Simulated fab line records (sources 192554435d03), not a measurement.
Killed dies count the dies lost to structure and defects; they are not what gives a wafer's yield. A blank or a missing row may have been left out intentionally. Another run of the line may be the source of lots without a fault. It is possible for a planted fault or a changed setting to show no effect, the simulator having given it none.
Split-lot trial :: flow n5-finfet :: route with 1938 steps; 7 lots, 39 wafers read

== ON THE SPLIT ==
At N5_BEOL_M7_ETCH_66 (etches SOC in N2/H2, target depth 80 nm, overetch 16 nm, time 120 s), the setting time-s was moved away from the recipe's 120 s on 15 of the 39 wafers read, by -30.7% to +53.7%. For the rest of the wafers, this setting stayed at what the recipe calls for.

The reading is taken at the split's own step.

== THE READING ==
SiARC_of_BEOL_M7_COAT_64.thk-nm (the simulator's own value, which no gauge read), in nm, at N5_BEOL_M7_ETCH_66 (etches SOC in N2/H2, target depth 80 nm, overetch 16 nm, time 120 s). The file does not state a usual value for it. Here, 24 wafers ran the recipe; their average is 6.5 nm with a standard deviation of 0.23 nm.

wafer: L075.1
tool, chamber at the split: rie-diel-02, 1,3
time-s as run, s: 120
against the recipe: recipe
SiARC_of_BEOL_M7_COAT_64.thk-nm, nm: 6.6
against lot-mates on the recipe: -

wafer: L075.4
tool, chamber at the split: rie-diel-02, 1,3
time-s as run, s: 120
against the recipe: recipe
SiARC_of_BEOL_M7_COAT_64.thk-nm, nm: 6.6
against lot-mates on the recipe: -

wafer: L075.2
tool, chamber at the split: rie-diel-02, 0
time-s as run, s: 120
against the recipe: recipe
SiARC_of_BEOL_M7_COAT_64.thk-nm, nm: 6.2
against lot-mates on the recipe: -

wafer: L075.5
tool, chamber at the split: rie-diel-02, 0
time-s as run, s: 120
against the recipe: recipe
SiARC_of_BEOL_M7_COAT_64.thk-nm, nm: 6.2
against lot-mates on the recipe: -

wafer: L075.3
tool, chamber at the split: rie-diel-02, 2
time-s as run, s: 120
against the recipe: recipe
SiARC_of_BEOL_M7_COAT_64.thk-nm, nm: 6.8
against lot-mates on the recipe: -

wafer: L075.6
tool, chamber at the split: rie-diel-02, 1
time-s as run, s: 120
against the recipe: recipe
SiARC_of_BEOL_M7_COAT_64.thk-nm, nm: 6.4
against lot-mates on the recipe: -

wafer: L078.1
tool, chamber at the split: rie-diel-06, 0
time-s as run, s: 120
against the recipe: recipe
SiARC_of_BEOL_M7_COAT_64.thk-nm, nm: 6.4
against lot-mates on the recipe: -

wafer: L078.4
tool, chamber at the split: rie-diel-06, 1
time-s as run, s: 120
against the recipe: recipe
SiARC_of_BEOL_M7_COAT_64.thk-nm, nm: 6.8
against lot-mates on the recipe: -

wafer: L078.6
tool, chamber at the split: rie-diel-06, 1
time-s as run, s: 120
against the recipe: recipe
SiARC_of_BEOL_M7_COAT_64.thk-nm, nm: 6.8
against lot-mates on the recipe: -

wafer: L079.1
tool, chamber at the split: rie-diel-06, 0
time-s as run, s: 120
against the recipe: recipe
SiARC_of_BEOL_M7_COAT_64.thk-nm, nm: 6.4
against lot-mates on the recipe: -

wafer: L079.2
tool, chamber at the split: rie-diel-06, 1
time-s as run, s: 120
against the recipe: recipe
SiARC_of_BEOL_M7_COAT_64.thk-nm, nm: 6.8
against lot-mates on the recipe: -

wafer: L079.3
tool, chamber at the split: rie-diel-06, 3
time-s as run, s: 94.07
against the recipe: -21.6%
SiARC_of_BEOL_M7_COAT_64.thk-nm, nm: 7.6
against lot-mates on the recipe: +1.1

wafer: L079.4
tool, chamber at the split: rie-diel-06, 2
time-s as run, s: 94.07
against the recipe: -21.6%
SiARC_of_BEOL_M7_COAT_64.thk-nm, nm: 7.4
against lot-mates on the recipe: +0.9

wafer: L079.5
tool, chamber at the split: rie-diel-06, 3
time-s as run, s: 94.07
against the recipe: -21.6%
SiARC_of_BEOL_M7_COAT_64.thk-nm, nm: 7.8
against lot-mates on the recipe: +1.3

wafer: L079.6
tool, chamber at the split: rie-diel-06, 2
time-s as run, s: 120
against the recipe: recipe
SiARC_of_BEOL_M7_COAT_64.thk-nm, nm: 6.2
against lot-mates on the recipe: -

wafer: L083.1
tool, chamber at the split: rie-diel-05, 1,0
time-s as run, s: 87.13
against the recipe: -27.4%
SiARC_of_BEOL_M7_COAT_64.thk-nm, nm: 8
against lot-mates on the recipe: +1.5

wafer: L083.5
tool, chamber at the split: rie-diel-05, 1,0
time-s as run, s: 87.13
against the recipe: -27.4%
SiARC_of_BEOL_M7_COAT_64.thk-nm, nm: 8
against lot-mates on the recipe: +1.5

wafer: L083.2
tool, chamber at the split: rie-diel-05, 3
time-s as run, s: 120
against the recipe: recipe
SiARC_of_BEOL_M7_COAT_64.thk-nm, nm: 6.6
against lot-mates on the recipe: -

wafer: L083.6
tool, chamber at the split: rie-diel-05, 3
time-s as run, s: 120
against the recipe: recipe
SiARC_of_BEOL_M7_COAT_64.thk-nm, nm: 6.6
against lot-mates on the recipe: -

wafer: L083.3
tool, chamber at the split: rie-diel-05, 0
time-s as run, s: 120
against the recipe: recipe
SiARC_of_BEOL_M7_COAT_64.thk-nm, nm: 6.4
against lot-mates on the recipe: -

wafer: L083.4
tool, chamber at the split: rie-diel-05, 2
time-s as run, s: 87.13
against the recipe: -27.4%
SiARC_of_BEOL_M7_COAT_64.thk-nm, nm: 7.8
against lot-mates on the recipe: +1.3

wafer: L084.1
tool, chamber at the split: rie-diel-06, 0
time-s as run, s: 83.17
against the recipe: -30.7%
SiARC_of_BEOL_M7_COAT_64.thk-nm, nm: 8
against lot-mates on the recipe: +1.7

wafer: L084.2
tool, chamber at the split: rie-diel-06, 2
time-s as run, s: 83.17
against the recipe: -30.7%
SiARC_of_BEOL_M7_COAT_64.thk-nm, nm: 7.8
against lot-mates on the recipe: +1.5

wafer: L084.3
tool, chamber at the split: rie-diel-06, 3
time-s as run, s: 120
against the recipe: recipe
SiARC_of_BEOL_M7_COAT_64.thk-nm, nm: 6.6
against lot-mates on the recipe: -

wafer: L084.4
tool, chamber at the split: rie-diel-06, 3
time-s as run, s: 83.17
against the recipe: -30.7%
SiARC_of_BEOL_M7_COAT_64.thk-nm, nm: 8.2
against lot-mates on the recipe: +1.9

wafer: L084.5
tool, chamber at the split: rie-diel-06, 2,0
time-s as run, s: 120
against the recipe: recipe
SiARC_of_BEOL_M7_COAT_64.thk-nm, nm: 6.2
against lot-mates on the recipe: -

wafer: L084.6
tool, chamber at the split: rie-diel-06, 2,0
time-s as run, s: 120
against the recipe: recipe
SiARC_of_BEOL_M7_COAT_64.thk-nm, nm: 6.2
against lot-mates on the recipe: -

wafer: L089.1
tool, chamber at the split: rie-diel-06, 1
time-s as run, s: 120
against the recipe: recipe
SiARC_of_BEOL_M7_COAT_64.thk-nm, nm: 6.8
against lot-mates on the recipe: -

wafer: L089.2
tool, chamber at the split: rie-diel-06, 2
time-s as run, s: 120
against the recipe: recipe
SiARC_of_BEOL_M7_COAT_64.thk-nm, nm: 6.2
against lot-mates on the recipe: -

wafer: L089.3
tool, chamber at the split: rie-diel-06, 0,2
time-s as run, s: 89.77
against the recipe: -25.2%
SiARC_of_BEOL_M7_COAT_64.thk-nm, nm: 7.8
against lot-mates on the recipe: +1.3

wafer: L089.6
tool, chamber at the split: rie-diel-06, 0,2
time-s as run, s: 89.77
against the recipe: -25.2%
SiARC_of_BEOL_M7_COAT_64.thk-nm, nm: 7.8
against lot-mates on the recipe: +1.3

wafer: L089.4
tool, chamber at the split: rie-diel-06, 1
time-s as run, s: 89.77
against the recipe: -25.2%
SiARC_of_BEOL_M7_COAT_64.thk-nm, nm: 8
against lot-mates on the recipe: +1.5

wafer: L089.5
tool, chamber at the split: rie-diel-06, 0
time-s as run, s: 120
against the recipe: recipe
SiARC_of_BEOL_M7_COAT_64.thk-nm, nm: 6.4
against lot-mates on the recipe: -

wafer: L095.1
tool, chamber at the split: rie-diel-06, 3
time-s as run, s: 120
against the recipe: recipe
SiARC_of_BEOL_M7_COAT_64.thk-nm, nm: 6.6
against lot-mates on the recipe: -

wafer: L095.2
tool, chamber at the split: rie-diel-06, 0
time-s as run, s: 184.4
against the recipe: +53.7%
SiARC_of_BEOL_M7_COAT_64.thk-nm, nm: 3.4
against lot-mates on the recipe: -3.1

wafer: L095.3
tool, chamber at the split: rie-diel-06, 2
time-s as run, s: 120
against the recipe: recipe
SiARC_of_BEOL_M7_COAT_64.thk-nm, nm: 6.2
against lot-mates on the recipe: -

wafer: L095.4
tool, chamber at the split: rie-diel-06, 1
time-s as run, s: 184.4
against the recipe: +53.7%
SiARC_of_BEOL_M7_COAT_64.thk-nm, nm: 4
against lot-mates on the recipe: -2.5

wafer: L095.5
tool, chamber at the split: rie-diel-06, 1
time-s as run, s: 120
against the recipe: recipe
SiARC_of_BEOL_M7_COAT_64.thk-nm, nm: 6.8
against lot-mates on the recipe: -

wafer: L095.6
tool, chamber at the split: rie-diel-06, 2
time-s as run, s: 184.4
against the recipe: +53.7%
SiARC_of_BEOL_M7_COAT_64.thk-nm, nm: 3
against lot-mates on the recipe: -3.5
Rows listing several chambers each stand for several wafers; the file does not say which wafer went through which chamber.

FIT RESULTS
A straight line over all 39 wafers: SiARC_of_BEOL_M7_COAT_64.thk-nm changes by -0.0543 nm for each +1% of time-s; r = -0.98; the points scatter about the line by 0.24 nm.
The same after taking each lot's own level away (the mean of its wafers on the recipe; 39 wafers): -0.0555 nm for each +1%; r = -0.98; scatter 0.23 nm.
On that fit, the largest move of time-s shifts the reading by 3 nm.
Across the lots, their own levels run from 6.33 to 6.67 nm, a range of 1.4 times the standard deviation given above.
Hence the lot-to-lot level has little effect on the slope; both slopes agree.
Check: for one of the wafers moved furthest among these (+53.7%), held out of the fit, the line's prediction against its lot-mates is -2.97 nm. Against them it came out at -3.13 nm.

== THESE WAFERS: OTHER SPLITS ==
Before the reading, these wafers also passed through other splits. Each is held against what the fit with the lots' levels taken away leaves over:
other split on the same wafers: N5_BEOL_M0_SAQP_SPACER2_ALD_26 target-thk-a
wafers away from the commonest value: 15
r with SiARC_of_BEOL_M7_COAT_64.thk-nm (lot level and that fit taken away): -0.08

other split on the same wafers: N5_BEOL_M3_ALD_98 ald-cycles
wafers away from the commonest value: 15
r with SiARC_of_BEOL_M7_COAT_64.thk-nm (lot level and that fit taken away): +0.10

other split on the same wafers: N5_BEOL_M5_CVD_47 target-thk-a
wafers away from the commonest value: 15
r with SiARC_of_BEOL_M7_COAT_64.thk-nm (lot level and that fit taken away): -0.09

== THE FILE'S OWN FIT ==
SiARC_of_BEOL_M7_COAT_64.thk-nm changes by -0.0553 nm for each +1% of time-s, r = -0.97.
